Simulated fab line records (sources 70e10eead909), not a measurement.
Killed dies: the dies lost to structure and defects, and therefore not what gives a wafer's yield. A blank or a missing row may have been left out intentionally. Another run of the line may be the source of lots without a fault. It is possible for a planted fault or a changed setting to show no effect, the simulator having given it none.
Chamber matching / flow nand-harc / NHARC_A_STAIRCASE_ALD_420 on ald-hk-01 has 4 sister chambers
The step deposits SiO2, target thk 20 nm, pulse time 6 s, ald cycles 200. 18 wafers are shown with their chamber, then 9 later ones without.

== WAFERS, EACH WITH ITS CHAMBER ==
wafer=L076.1; chamber=0; heater-power-w (W)=390; precursor-pulse-height-rel=1.003
wafer=L076.2; chamber=2; heater-power-w (W)=453; precursor-pulse-height-rel=1.004
wafer=L076.5; chamber=2; heater-power-w (W)=433; precursor-pulse-height-rel=1.000
wafer=L077.2; chamber=0; heater-power-w (W)=378; precursor-pulse-height-rel=1.028
wafer=L077.3; chamber=3; heater-power-w (W)=480; precursor-pulse-height-rel=0.997
wafer=L077.6; chamber=1; heater-power-w (W)=451; precursor-pulse-height-rel=1.013
wafer=L078.2; chamber=0; heater-power-w (W)=372; precursor-pulse-height-rel=0.975
wafer=L078.4; chamber=3; heater-power-w (W)=471; precursor-pulse-height-rel=0.998
wafer=L078.6; chamber=0; heater-power-w (W)=391; precursor-pulse-height-rel=1.012
wafer=L078.1; chamber=1; heater-power-w (W)=446; precursor-pulse-height-rel=0.958
wafer=L078.3; chamber=2; heater-power-w (W)=459; precursor-pulse-height-rel=0.972
wafer=L078.5; chamber=3; heater-power-w (W)=473; precursor-pulse-height-rel=1.006
wafer=L081.3; chamber=1; heater-power-w (W)=441; precursor-pulse-height-rel=1.005
wafer=L081.4; chamber=3; heater-power-w (W)=471; precursor-pulse-height-rel=1.012
wafer=L081.6; chamber=3; heater-power-w (W)=478; precursor-pulse-height-rel=0.994
wafer=L083.2; chamber=1; heater-power-w (W)=459; precursor-pulse-height-rel=1.008
wafer=L083.4; chamber=2; heater-power-w (W)=453; precursor-pulse-height-rel=0.995
wafer=L083.6; chamber=2; heater-power-w (W)=442; precursor-pulse-height-rel=0.963

SIGNATURES, as means of the wafers listed above
reading=heater-power-w; chamber 0=382.75; chamber 1=449.25; chamber 2=448.00; chamber 3=474.60; scatter within a chamber=8.18
reading=precursor-pulse-height-rel; chamber 0=1.00450; chamber 1=0.99600; chamber 2=0.98680; chamber 3=1.00140; scatter within a chamber=0.0189
Rule: a wafer's distance from a chamber is the root of the sum, over the readings, of the square of ((its reading less the chamber's mean) divided by the reading's scatter). The wafer belongs to the nearest chamber; if the next one is less than 2 further off, it can't be placed. How the scatter is found: for the shown wafers, subtract from each reading the mean of its chamber, square and add these, divide the total by (wafers less chambers), then take the root.

== WAFERS WITH NO CHAMBER GIVEN ==
wafer=L088.4; heater-power-w (W)=466; precursor-pulse-height-rel=1.028
wafer=L088.5; heater-power-w (W)=464; precursor-pulse-height-rel=1.020
wafer=L088.6; heater-power-w (W)=459; precursor-pulse-height-rel=1.022
wafer=L093.4; heater-power-w (W)=460; precursor-pulse-height-rel=1.010
wafer=L093.5; heater-power-w (W)=462; precursor-pulse-height-rel=1.016
wafer=L093.6; heater-power-w (W)=460; precursor-pulse-height-rel=0.961
wafer=L093.1; heater-power-w (W)=391; precursor-pulse-height-rel=1.004
wafer=L093.2; heater-power-w (W)=458; precursor-pulse-height-rel=0.996
wafer=L093.3; heater-power-w (W)=459; precursor-pulse-height-rel=1.014

== THE CHAMBER EACH PASSED THROUGH ==
wafer=L088.4; from the rows above=can't be placed: 3 or 1 or 2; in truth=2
wafer=L088.5; from the rows above=can't be placed: 3 or 1 or 2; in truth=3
wafer=L088.6; from the rows above=can't be placed: 1 or 3 or 2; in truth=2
wafer=L093.4; from the rows above=can't be placed: 1 or 3 or 2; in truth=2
wafer=L093.5; from the rows above=can't be placed: 3 or 1 or 2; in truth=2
wafer=L093.6; from the rows above=can't be placed: 2 or 1 or 3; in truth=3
wafer=L093.1; from the rows above=0; in truth=0
wafer=L093.2; from the rows above=can't be placed: 1 or 2 or 3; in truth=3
wafer=L093.3; from the rows above=can't be placed: 1 or 2 or 3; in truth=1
Correctly placed: 1 of 9. Unplaceable from these rows: 8, with the true chamber sitting among the candidates in 8. Number placed wrongly: 0.
